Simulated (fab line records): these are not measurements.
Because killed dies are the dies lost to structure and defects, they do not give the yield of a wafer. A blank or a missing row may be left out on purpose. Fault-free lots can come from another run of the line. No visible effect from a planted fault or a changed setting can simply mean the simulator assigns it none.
Chamber matching    flow nand_harc    NHARC_A_STAIRCASE_ETCH_271 on rie_diel-08: 4 sister chambers
The step etches the open film in CF4/CHF3. 16 wafers are shown with their chamber, then 8 later ones without.

## EACH WAFER AND ITS CHAMBER
wafer   chamber  drypump_motor_current_A (A)  showerhead_plenum_p_Torr (Torr)  rf_vpp_V (V)
L076.1  2        6.1                          1.47                             366.9
L076.3  1        6.3                          1.47                             366.6
L076.4  0        5.6                          1.52                             368.0
L077.1  3        5.4                          1.48                             366.9
L077.2  1        6.2                          1.47                             366.2
L077.4  0        5.6                          1.52                             368.8
L078.1  0        5.6                          1.52                             369.5
L078.4  3        5.4                          1.48                             367.2
L078.6  3        5.4                          1.48                             366.5
L081.2  3        5.4                          1.48                             368.1
L081.4  2        6.1                          1.46                             366.5
L081.6  3        5.4                          1.48                             368.1
L084.1  1        6.3                          1.46                             368.7
L084.2  3        5.5                          1.48                             368.7
L084.6  1        6.3                          1.46                             367.2
L083.1  1        6.2                          1.46                             368.7

SIGNATURES (means of the wafers above)
reading                   chamber 0  chamber 1  chamber 2  chamber 3  scatter within a chamber
drypump_motor_current_A   5.600      6.260      6.100      5.417      0.0412
showerhead_plenum_p_Torr  1.5200     1.4640     1.4650     1.4800     0.00376
rf_vpp_V                  368.767    367.480    366.700    367.583    0.924
Rule: for a wafer and a chamber, the distance is found by dividing, reading by reading, the gap between the wafer's reading and the chamber's mean by the reading's scatter, squaring, summing and taking the root. If the next closest chamber is less than 2 further off than the closest, the wafer can't be placed; otherwise it belongs to the closest. The scatter: take each reading less its chamber's mean, square it, sum over the shown wafers, divide by the number of wafers less the number of chambers, and take the root.

## WAFERS WITHOUT THEIR CHAMBER
wafer   drypump_motor_current_A (A)  showerhead_plenum_p_Torr (Torr)  rf_vpp_V (V)
L083.2  5.4                          1.48                             368.3
L083.5  5.6                          1.52                             369.0
L086.1  6.2                          1.46                             366.2
L086.4  6.3                          1.46                             367.2
L086.5  5.6                          1.52                             368.8
L093.1  6.1                          1.70                             372.9
L093.3  5.6                          1.51                             366.5
L093.4  6.3                          1.70                             374.9

## EACH ONE'S CHAMBER
wafer    from the rows above       in truth
L083.2   3                         3
L083.5   0                         0
L086.1   can't be placed: 1 or 2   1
L086.4   1                         1
L086.5   0                         0
L093.1   0                         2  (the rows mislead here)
L093.3   0                         0
L093.4   0                         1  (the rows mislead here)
Correct placement for 5 of the 8. These rows do not allow placing 1 (true chamber among the candidates in 1). 2 placed wrongly.
